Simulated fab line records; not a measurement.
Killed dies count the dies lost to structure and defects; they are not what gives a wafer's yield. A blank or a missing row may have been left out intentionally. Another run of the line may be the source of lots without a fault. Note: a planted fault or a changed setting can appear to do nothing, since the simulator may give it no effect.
Chamber matching ; flow nand_harc ; NHARC_P_CONTACT_STRIP_28 on rie_diel-10: 4 sister chambers
The step strips in O2. 4 wafers are shown with their chamber, then 12 later ones without.

== WAFERS WITH THEIR CHAMBER ==
wafer;chamber;showerhead_plenum_p_Torr (Torr)
L082.1;3;3.50
L089.2;1;3.40
L090.4;0;3.50
L090.5;2;3.60

== WAFERS WHOSE CHAMBER IS MISSING ==
wafer;showerhead_plenum_p_Torr (Torr)
L091.1;3.40
L091.2;3.50
L091.5;3.60
L094.3;3.40
L094.4;3.49
L094.5;3.40
L095.1;3.50
L095.2;3.40
L095.5;3.60
L097.2;3.40
L097.3;3.50
L097.6;3.40

== EACH ONE'S CHAMBER ==
wafer;from the rows above;in truth
L091.1;1;1
L091.2;can't be placed: 0 or 3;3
L091.5;2;2
L094.3;1;1
L094.4;can't be placed: 0 or 3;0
L094.5;1;1
L095.1;can't be placed: 0 or 3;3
L095.2;1;1
L095.5;2;2
L097.2;1;1
L097.3;can't be placed: 0 or 3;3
L097.6;1;1
Placed correctly: 8 of 12. Cannot be placed on the basis of these rows: 4; the candidates contain the true chamber in 4. Wrongly placed: 0.
How it was worked out, from the rows above alone: a wafer's distance from a chamber is the root of the sum, over the readings, of the square of ((its reading less the chamber's mean) divided by the reading's scatter). The wafer belongs to the nearest chamber; if the next one is less than 2 further off, it can't be placed. A chamber's mean is the mean of its shown wafers. The scatter (one wafer shown for each chamber): square how far every hidden wafer sits from the nearest shown wafer, average those squares and take the square root.
